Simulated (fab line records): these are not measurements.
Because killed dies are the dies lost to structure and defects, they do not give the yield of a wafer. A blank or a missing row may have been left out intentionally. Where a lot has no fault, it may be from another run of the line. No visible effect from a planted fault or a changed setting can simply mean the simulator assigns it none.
fab line records | flow nand-harc
[record] lots = 6 | wafers = 18 | last-day = 34
route steps=1302 shown A_M1@1182
lots that met no fault: from a run of the same line without faults
start-h: hours from the record's opening day to when the first of the lot's shown wafers began | wait-h: hours from the lot's prior step to this one | " same as the row above | L1.1+2: one row covering several wafers at once | - no value, or no start was given | * or withheld: withheld | < > ~ a bound
route shown NAME@n: NAME is a module with steps in the file, n the number in the route of the first one | usual: mean and standard deviation over wafers with no fault | same: alike in all rows | chamber/n: place in a boat | sites: the reading at each site | _std_site: how widely they spread, as a standard deviation | _edge_site: the outer-site mean with the inner-site mean subtracted | radius-mm: for every site, how far away it sits from the centre of the wafer | mask NAME#n: copy n | behind: the tool/chamber that last shaped the wafer | hold: why the lot was held/for how many hours/how that ended | device: the transistor (n, p or np) that didn't switch | end of line: the tests these same wafers got at the end of their route | a step with no rows: only its recipe | killed: at the first sort, the dies lost to defects and structure; wafer yield is something else | map: per-die view of a wafer (x killed, . not killed, _ where there is no die)
set.NAME: the setting that was run; set.NAME@STEP: the one run at that earlier step | model.NAME: the simulator's own value behind a step, which no gauge read
certain route steps with their lots: each step a table, each wafer a row
services: a tool's chamber out of use, with start hour (start-h, from the record's first day; less than 0 if before it), hours out, and reason
[[steps]]
[step NHARC_A_M1_DESCUM_14]
[recipe] time-s = 3 | o2-flow-sccm = 200 | ar-flow-sccm = 0 | bias-power-w = 0 | chemistry = O2
[usual] drypump-motor-current-A = 5.9/0.6 | oes-product-au = 1.001/0.011 | rf-vpp-V = 57.9/0.96 | showerhead-plenum-p-Torr = 1.91/0.097 | throttle-valve-pct = 11.311/0.009
[same] time-s = 3
lot.wafer | tool        | chamber | start-h | wait-h | drypump-motor-current-A | oes-product-au | rf-hours-counter-h | rf-vpp-V | showerhead-plenum-p-Torr | throttle-valve-pct
L567.3    | rie-diel-02 | 3       | 540.68  | 0.1    | 4.7                     | 0.999          | 6.2                | 58.0     | 2.05                     | 11.307
L567.4    | "           | 1       | "       | "      | 6.0                     | 1.003          | 7.9                | 58.1     | 2.01                     | 11.312
L567.2    | "           | 2       | "       | "      | 6.3                     | 1.003          | 7.8                | 56.2     | 1.82                     | 11.318
L566.2    | rie-diel-03 | 1       | 544.79  | 0.1    | 6.3                     | 1.008          | 2.9                | 59.9     | 1.90                     | 11.315
L566.3    | "           | 3       | "       | "      | 5.9                     | 0.995          | 2.6                | 57.1     | 2.06                     | 11.294
L566.5    | "           | 3       | "       | "      | 5.9                     | 0.996          | -                  | 58.6     | 2.06                     | 11.306
L585.3    | rie-diel-04 | 3       | 719.66  | 0.1    | 5.4                     | 0.984          | 0.0                | 57.9     | 1.89                     | 11.305
L585.2    | "           | 1       | "       | "      | 6.7                     | 0.999          | 0.0                | 58.4     | 1.89                     | 11.303
L585.6    | "           | 0       | "       | "      | 6.5                     | 0.989          | -                  | 57.4     | 1.99                     | 11.335
L584.2    | rie-diel-04 | 2       | 721.37  | 0.1    | 6.7                     | 0.996          | 0.2                | 59.2     | 1.85                     | 11.316
L584.6    | "           | 0       | "       | "      | 6.5                     | 0.995          | -                  | 58.1     | 1.99                     | 11.300
L584.5    | "           | 1       | "       | "      | 6.7                     | 1.008          | -                  | 57.1     | 1.89                     | 11.306
L586.3    | rie-diel-04 | 1       | 736.78  | 0.1    | 6.7                     | 1.001          | 1.9                | 58.4     | 1.89                     | 11.318
L586.2    | "           | 2       | "       | "      | 6.7                     | 0.991          | 1.5                | 57.6     | 1.85                     | 11.319
L586.6    | "           | 2       | "       | "      | 6.7                     | 0.995          | -                  | 59.0     | 1.85                     | 11.320
L588.4    | rie-diel-02 | 2       | 775.73  | 0.1    | 6.2                     | 1.016          | 1.0                | 56.0     | 1.81                     | 11.301
L588.2    | "           | 3       | "       | "      | 4.7                     | 0.988          | 0.9                | 57.9     | 2.05                     | 11.322
L588.1    | "           | 0       | "       | "      | 6.3                     | 1.013          | 0.8                | 58.0     | 1.77                     | 11.309
[step NHARC_A_M1_ETCH_35]
[recipe] target-depth-a = 400 | overetch-a = 120 | time-s = 43.94 | ion-energy-ev = 200 | n2-flow-sccm = 150 | h2-flow-sccm = 150 | ar-flow-sccm = 0 | rf-w = 400 | bias-w = 150 | chemistry = N2/H2
[step NHARC_A_M1_ETCH_15]
[recipe] target-depth-a = 1825 | time-s = 91.2 | c4f8-flow-sccm = withheld | ar-flow-sccm = 400 | rf-w = 600 | bias-w = 300 | chemistry = C4F8/Ar
[usual] oes-product-au = 0.949/0.023 | rf-vpp-V = 441/3
[same] time-s = 91.2
lot.wafer | tool        | chamber | start-h | wait-h | oes-product-au | rf-hours-counter-h | rf-vpp-V
L567.2    | rie-diel-02 | 0       | -       | -      | 0.941          | 8.6                | 436
L567.3    | "           | 1       | "       | "      | 0.938          | 7.9                | 443
L567.4    | "           | 2       | "       | "      | 0.928          | 7.9                | 439
L566.2    | rie-diel-03 | 3       | -       | -      | 0.924          | 2.7                | 445
L566.3    | "           | 1       | "       | "      | 0.936          | 2.9                | 440
L566.5    | "           | 1       | "       | "      | 0.943          | -                  | 440
L585.3    | rie-diel-04 | 1       | -       | -      | 0.971          | 0.1                | 440
L585.2    | "           | 0       | "       | "      | 0.943          | 0.1                | 443
L585.6    | "           | 2       | "       | "      | 0.970          | -                  | 437
L584.2    | rie-diel-04 | 0       | -       | -      | 0.967          | 0.2                | 443
L584.6    | "           | 2       | "       | "      | 0.967          | -                  | 439
L584.5    | "           | 3       | "       | "      | 0.969          | -                  | 440
L586.3    | rie-diel-04 | 3       | -       | -      | 0.952          | 1.9                | 440
L586.2    | "           | 0       | "       | "      | 0.972          | 2.3                | 443
L586.6    | "           | 2       | "       | "      | 0.945          | -                  | 439
L588.1    | rie-diel-02 | 1       | -       | -      | 0.982          | 0.9                | 442
L588.2    | "           | 2       | "       | "      | 0.985          | 1.0                | 438
L588.4    | "           | 3       | "       | "      | 0.979          | 0.9                | 445
[step NHARC_A_M1_CD_MEAS_16]
[usual] cd-nm = 120.3/0.89
lot.wafer | tool      | chamber | start-h | wait-h | cd-nm
L567.2    | cd-sem-01 | -       | 540.99  | -      | 119.3
L567.3    | "         | -       | "       | "      | 120.6
L567.4    | "         | -       | "       | "      | 121.3
L566.2    | cd-sem-02 | -       | 545.14  | -      | 119.7
L566.3    | "         | -       | "       | "      | 121.0
L566.5    | "         | -       | "       | "      | 119.8
L585.2    | cd-sem-03 | -       | 719.97  | -      | 120.5
L585.3    | "         | -       | "       | "      | 119.4
L585.6    | "         | -       | "       | "      | 121.7
L584.2    | cd-sem-03 | -       | 721.66  | -      | 119.1
L584.5    | "         | -       | "       | "      | 121.4
L584.6    | "         | -       | "       | "      | 120.5
L586.2    | cd-sem-02 | -       | 737.08  | -      | 120.3
L586.3    | "         | -       | "       | "      | 120.0
L586.6    | "         | -       | "       | "      | 120.3
L588.1    | cd-sem-01 | -       | 776.02  | -      | 120.2
L588.2    | "         | -       | "       | "      | 122.3
L588.4    | "         | -       | "       | "      | 120.1
[step NHARC_A_M1_STRIP_18]
[recipe] power-w = 1000 | n2-flow-sccm = 150 | h2-flow-sccm = 150 | ar-flow-sccm = 0 | bias-w = 0 | chemistry = N2/H2
[step NHARC_A_M1_ETCH_28]
[recipe] target-depth-a = 300 | over-etch-frac = 0.3 | time-s = 72.99 | ion-energy-ev = 150 | cf4-flow-sccm = 50 | n2-flow-sccm = 100 | ar-flow-sccm = 150 | rf-w = 300 | bias-w = 100 | chemistry = CF4/N2
[step NHARC_A_M1_STRIP_19]
[recipe] time-s = 600 | temp-c = 30 | chemistry = post-etch-residue-remover
[step NHARC_A_M1_DEGAS_29]
[recipe] temp-c = 250 | time-s = 60
[step NHARC_A_M1_PRE_CLEAN_30]
[recipe] time-s = 30 | temp-c = 280 | gas = H2/He
[usual] heater-power-w = 404/50
[same] time-s = 30
lot.wafer | tool           | chamber | start-h | wait-h | heater-power-w
L567.2    | pvd-sputter-03 | -       | -       | -      | 393
L567.4    | "              | -       | "       | "      | 449
L567.3    | "              | -       | "       | "      | 366
L566.3    | pvd-sputter-02 | -       | -       | -      | 383
L566.2    | "              | -       | "       | "      | 403
L566.5    | "              | -       | "       | "      | 372
L585.2    | pvd-sputter-01 | -       | -       | -      | 379
L585.3    | "              | -       | "       | "      | 454
L585.6    | "              | -       | "       | "      | 369
L584.2    | pvd-sputter-02 | -       | -       | -      | 419
L584.5    | "              | -       | "       | "      | 370
L584.6    | "              | -       | "       | "      | 426
L586.2    | pvd-sputter-02 | -       | -       | -      | 404
L586.3    | "              | -       | "       | "      | 372
L586.6    | "              | -       | "       | "      | 418
L588.4    | pvd-sputter-02 | -       | -       | -      | 406
L588.2    | "              | -       | "       | "      | 441
L588.1    | "              | -       | "       | "      | 425
[step NHARC_A_M1_PVD_20]
[recipe] target-thk-a = 50 | bias-v = 168.6 | power-w = 15000 | chamber-pressure-pa = 0.12 | time-s = 8.06 | substrate-temp-c = 50 | material = TaN
[usual] throttle-valve-pct = 30.7/1.1
[same] time-s = 8.06
lot.wafer | tool           | chamber | start-h | wait-h | throttle-valve-pct
L567.2    | pvd-sputter-03 | -       | -       | -      | 29.5
L567.4    | "              | -       | "       | "      | 28.6
L567.3    | "              | -       | "       | "      | 30.1
L566.2    | pvd-sputter-02 | -       | -       | -      | 31.3
L566.3    | "              | -       | "       | "      | 31.0
L566.5    | "              | -       | "       | "      | 33.0
L585.3    | pvd-sputter-01 | -       | -       | -      | 30.0
L585.2    | "              | -       | "       | "      | 30.1
L585.6    | "              | -       | "       | "      | 31.8
L584.2    | pvd-sputter-02 | -       | -       | -      | 31.6
L584.6    | "              | -       | "       | "      | 32.9
L584.5    | "              | -       | "       | "      | 31.9
L586.3    | pvd-sputter-02 | -       | -       | -      | 31.8
L586.2    | "              | -       | "       | "      | 31.4
L586.6    | "              | -       | "       | "      | 32.0
L588.1    | pvd-sputter-02 | -       | -       | -      | 31.8
L588.2    | "              | -       | "       | "      | 29.1
L588.4    | "              | -       | "       | "      | 32.6
[step NHARC_A_M1_PVD_21]
[recipe] target-thk-a = 300 | chamber-pressure-pa = 5 | power-w = 5000 | substrate-temp-c = 30 | time-s = 20.49 | material = Cu
[usual] throttle-valve-pct = 30.7/1.1
[same] time-s = 20.49
lot.wafer | tool           | chamber | start-h | wait-h | throttle-valve-pct
L567.3    | pvd-sputter-03 | -       | -       | -      | 29.4
L567.4    | "              | -       | "       | "      | 28.9
L567.2    | "              | -       | "       | "      | 31.1
L566.3    | pvd-sputter-02 | -       | -       | -      | 28.6
L566.2    | "              | -       | "       | "      | 30.9
L566.5    | "              | -       | "       | "      | 33.2
L585.2    | pvd-sputter-01 | -       | -       | -      | 30.8
L585.3    | "              | -       | "       | "      | 31.7
L585.6    | "              | -       | "       | "      | 30.9
L584.2    | pvd-sputter-02 | -       | -       | -      | 32.5
L584.6    | "              | -       | "       | "      | 32.4
L584.5    | "              | -       | "       | "      | 32.0
L586.3    | pvd-sputter-02 | -       | -       | -      | 31.5
L586.2    | "              | -       | "       | "      | 28.9
L586.6    | "              | -       | "       | "      | 31.8
L588.1    | pvd-sputter-02 | -       | -       | -      | 28.9
L588.4    | "              | -       | "       | "      | 32.3
L588.2    | "              | -       | "       | "      | 31.7
[step NHARC_A_M1_ECD_22]
[recipe] target-thk-a = 4000 | bath-temp-c = 25 | material = Cu
[step NHARC_A_M1_ANNEAL_31]
[recipe] temp-c = 225 | time-s = 90
[usual] anneal-temp-c = 224.98/0.15 | anneal-temp-c-max = 225.86/0.27 | time-s = 90/0 | wafer_temp_C_max = 226.4/0.54
lot.wafer | tool          | chamber | start-h | wait-h | anneal-temp-c | anneal-temp-c-max | time-s | wafer_temp_C_max
L567.2    | rtp-anneal-02 | 0       | 542.59  | 0.5    | 224.88        | 225.55            | 90     | 227.1
L567.3    | "             | 0       | "       | "      | 224.87        | 225.79            | 90     | 227.4
L567.4    | "             | 0       | "       | "      | 225.04        | 225.65            | 90     | 226.6
L566.2    | rtp-anneal-01 | 0       | 546.69  | 0.4    | 225.07        | 226.31            | 90     | 226.1
L566.3    | "             | 0       | "       | "      | 225.08        | 226.00            | 90     | 226.1
L566.5    | "             | 0       | "       | "      | 225.24        | 226.19            | 90     | 225.6
L585.2    | rtp-anneal-01 | -       | 721.50  | -      | -             | -                 | -      | -
L585.3    | "             | -       | "       | "      | -             | -                 | -      | -
L585.6    | "             | -       | "       | "      | -             | -                 | -      | -
L584.2    | rtp-anneal-02 | -       | 723.17  | 0.3    | -             | -                 | -      | -
L584.5    | "             | -       | "       | "      | -             | -                 | -      | -
L584.6    | "             | -       | "       | "      | -             | -                 | -      | -
L586.2    | rtp-anneal-02 | 0       | 738.61  | -      | 225.14        | 225.81            | 90     | 226.7
L586.3    | "             | 0       | "       | "      | 224.95        | 225.60            | 90     | 227.1
L586.6    | "             | 0       | "       | "      | 225.08        | 225.68            | 90     | 227.0
L588.1    | rtp-anneal-01 | 0       | 777.48  | 0.3    | 225.02        | 226.02            | 90     | 226.2
L588.2    | "             | 0       | "       | "      | 225.15        | 225.92            | 90     | 226.1
L588.4    | "             | 0       | "       | "      | 224.95        | 225.93            | 90     | 226.3
[step NHARC_A_M1_CMP_23]
[recipe] t-overpolish-s = 20 | target-thk-nm = 154.34
[[services]]
tool           | chamber | start-h | hours | kind
pvd-sputter-01 | -       | 519.07  | 3.4   | repair
pvd-sputter-03 | -       | 526.44  | 10.0  | pm
rie-diel-04    | -       | 531.90  | 9.0   | pm
rie-diel-04    | 1       | 555.22  | 12.4  | repair
rie-diel-02    | -       | 556.12  | 0.8   | repair
rie-diel-02    | -       | 570.72  | 9.0   | pm
pvd-sputter-01 | -       | 582.07  | 10.0  | pm
rie-diel-02    | 2       | 583.96  | 4.6   | repair
rie-diel-04    | 0       | 585.45  | 4.5   | repair
rie-diel-02    | -       | 596.22  | 1.1   | repair
pvd-sputter-03 | -       | 603.94  | 1.4   | repair
pvd-sputter-02 | -       | 638.04  | 10.0  | pm
rie-diel-04    | 3       | 662.12  | 3.4   | repair
rie-diel-02    | 0       | 675.57  | 1.6   | repair
rie-diel-04    | 2       | 681.28  | 22.1  | repair
rie-diel-04    | 3       | 691.50  | 11.0  | repair
rie-diel-04    | 0       | 697.94  | 5.2   | repair
rie-diel-02    | 1       | 700.16  | 10.0  | repair
pvd-sputter-03 | -       | 704.44  | 10.0  | pm
rie-diel-04    | -       | 708.90  | 9.0   | pm
rie-diel-02    | -       | 747.72  | 9.0   | pm
rie-diel-04    | 1       | 756.86  | 9.3   | repair
rie-diel-04    | -       | 764.28  | 0.4   | repair
rie-diel-02    | 2       | 770.21  | 2.2   | repair
[[key]]
[first-sign] step = NHARC_A_M1_ANNEAL_31 | reading = tool-record | direction = missing
effect none on later readings
met-at NHARC_A_M1_ANNEAL_31
struck-wafers L584.2,L584.5,L584.6,L585.2,L585.3,L585.6
sort-left-out L584.2,L584.5,L584.6,L585.2,L585.3,L585.6
onset-between 546.69 721.50
[fault] kind = skipped-step-whole | tool = rtp-anneal-01,rtp-anneal-02 | chamber = - | onset-h = 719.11 | steps = NHARC_A_M1_ANNEAL_31 | scope = struck-lots-only
// sort-left-out: the simulated sort isn't trusted on such a fault, so these wafers' sort isn't shown, and their yield isn't known
